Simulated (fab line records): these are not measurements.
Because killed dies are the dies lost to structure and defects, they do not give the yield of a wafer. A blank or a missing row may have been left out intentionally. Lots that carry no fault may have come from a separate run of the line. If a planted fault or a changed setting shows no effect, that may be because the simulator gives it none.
Comparing a struck lot with a sound one / flow n5Finfet / 14 out of 1938 route steps
Sound: the wafers L909.1, L909.3, L909.5. Wafers struck: L906.2, L906.5, L906.6. The cause is named last.
For every step that has rows: the tool of each side, followed by ch and its chambers, followed by its first start. Under that, the readings that differ: sound wafers / struck wafers / difference of the means / sigmas: that difference in standard deviations of wafers without a fault.
alike: a reading whose means differ by less than 2 such deviations, as well as words and numbers matching on both sides. not compared: withheld readings; readings where some wafer has no value; bounds like >300 that might hide an equal value; numbers whose values overlap and for which the record gives no deviation.
A row with sigmas, a row that says differs or no value, or rows on one side alone: a step with any of these is where the two part. Numbers that don't overlap but have no deviation are shown without sigmas and don't part them. Lack of a reading on every wafer of one side parts them only where that side has two or more wafers.

N5_BEOL_M6_RS_MEAS_57: measurement is done with a four-point probe.
  struck on filmMetro-01, day 11 14:06; sound on filmMetro-01, day 12 14:57
  alike: M6_RS
N5_BEOL_M6_INSPECT_58: inspects for defects (darkfield).
  struck on defectInspect-01, day 11 14:08; sound on defectInspect-01, day 12 14:58
  alike: rawDefectCount
N5_BEOL_M7_ILD_DEP_00: deposits SiCOH lowk from DEMS/porogen, target thk 179.75 nm, time 33.4 s.
  sound on pecvd-04 ch 1,2, day 12 15:01; struck on pecvd-02 ch 0,1,2, day 11 14:10
reading=chamberPressureTorr (Torr); sound=5.019 5.006 5.027; struck=4.994 4.995 5.002; difference=-0.020; sigmas=-2
  alike: heaterPowerW, showerheadPlenumPTorr, showerheadVppV, throttleValvePct
N5_BEOL_M7_CURE_74: cures SiCOH lowk, time 240 s.
  sound on uvCure-01 ch 1, day 12 15:05; struck on uvCure-03 ch 2, day 11 14:19
  alike: lampPowerPct, wafer_temp_C_max
N5_BEOL_M7_THK_MEAS_01:
  struck on filmMetro-01, day 11 14:44; sound on filmMetro-01, day 12 15:35
  alike: M7_ILD_THK
N5_BEOL_M7_PECVD_70: deposits SiO2 from TEOS/O2, target thk 20 nm, time 22.7 s.
  sound on pecvd-04 ch 1,2, day 12 15:38; struck on pecvd-02 ch 0,1, day 11 14:47
reading=throttleValvePct (%); sound=21.3 21.2 21.1; struck=24.2 22.8 24.8; difference=+2.7; sigmas=+2
  alike: chamberPressureTorr, heaterPowerW, showerheadPlenumPTorr, showerheadVppV
N5_BEOL_M7_HM_DEP_02: deposits TiN, target thk 20 nm.
  struck on pvdSputter-03, day 11 14:58; sound on pvdSputter-02, day 12 16:27
  alike: throttleValvePct
then, 5 steps without rows for these wafers: N5_BEOL_M7_COAT_59 (time 60 s, resist thk 100 nm); N5_BEOL_M7_COAT_60 (time 60 s, resist thk 35 nm); N5_BEOL_M7_COAT_05 (resist thk 90 nm); N5_BEOL_M7_EBR_07; N5_BEOL_M7_SOFTBAKE_06 (time 60 s).
N5_BEOL_M7_EXPOSE_08: exposes mask M7.
  sound on arfiScanner-03 ch 0, day 12 16:41; struck on arfiScanner-02 ch 0, day 11 15:20
reading=exposureDoseMJCm2; sound=68.29 68.21 68.11; struck=67.18 67.16 67.21; difference=-1.02; sigmas=-18
  alike: mask, focusOffsetNm
then, 1 step without rows for these wafers: N5_BEOL_M7_PEB_09 (peb time 60 s).

WHERE THEY PART
Earliest at N5_BEOL_M7_ILD_DEP_00; latest, in this record, at N5_BEOL_M7_EXPOSE_08.

WHY: what had been put in by the simulator
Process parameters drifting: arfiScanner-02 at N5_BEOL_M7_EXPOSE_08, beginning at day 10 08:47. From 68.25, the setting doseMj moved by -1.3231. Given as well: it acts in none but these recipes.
